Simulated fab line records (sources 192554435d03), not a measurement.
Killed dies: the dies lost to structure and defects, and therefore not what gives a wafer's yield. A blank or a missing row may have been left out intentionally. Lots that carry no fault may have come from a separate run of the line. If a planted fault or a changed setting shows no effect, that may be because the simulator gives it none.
Chamber matching	flow n5Finfet	N5_BEOL_M0_SAQP_ALD_48 on aldSin-01 has 4 sister chambers
The step deposits SiO2, target thk 20 nm, pulse time 1 s, co reactant pulse time 1 s. 8 wafers are shown with their chamber, then 8 later ones without.

## WAFERS, EACH WITH ITS CHAMBER
wafer	chamber	heaterPowerW (W)	precursorPulseHeightRel
L077.4	2	75	1.008
L077.6	3	85	0.992
L083.1	3	84	1.019
L088.4	2	81	0.985
L091.2	0	81	1.038
L091.5	0	81	0.977
L091.6	1	64	0.976
L092.1	1	63	0.989

## WAFERS WITH NO CHAMBER GIVEN
wafer	heaterPowerW (W)	precursorPulseHeightRel
L092.4	83	0.990
L092.6	83	1.019
L093.3	65	0.978
L093.4	82	1.012
L093.6	79	1.005
L096.2	81	0.991
L096.4	78	1.026
L096.5	84	1.032

## WHICH CHAMBER EACH ONE RAN IN
wafer	from the rows above	in truth
L092.4	can't be placed: 3 or 0 or 2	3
L092.6	can't be placed: 3 or 0 or 2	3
L093.3	1	1
L093.4	can't be placed: 0 or 3 or 2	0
L093.6	can't be placed: 2 or 0 or 3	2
L096.2	can't be placed: 0 or 2 or 3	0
L096.4	can't be placed: 2 or 0 or 3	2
L096.5	can't be placed: 3 or 0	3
1 of 8 placed correctly. From these rows, 7 cannot be placed; in 7 the true chamber is one of the candidates. 0 placed wrongly.
How it was worked out, from the rows above alone: a wafer's distance from a chamber is the root of the sum, over the readings, of the square of ((its reading less the chamber's mean) divided by the reading's scatter). The wafer belongs to the nearest chamber; if the next one is less than 2 further off, it can't be placed. A chamber's mean is the mean of its shown wafers. How the scatter is found: for the shown wafers, subtract from each reading the mean of its chamber, square and add these, divide the total by (wafers less chambers), then take the root.
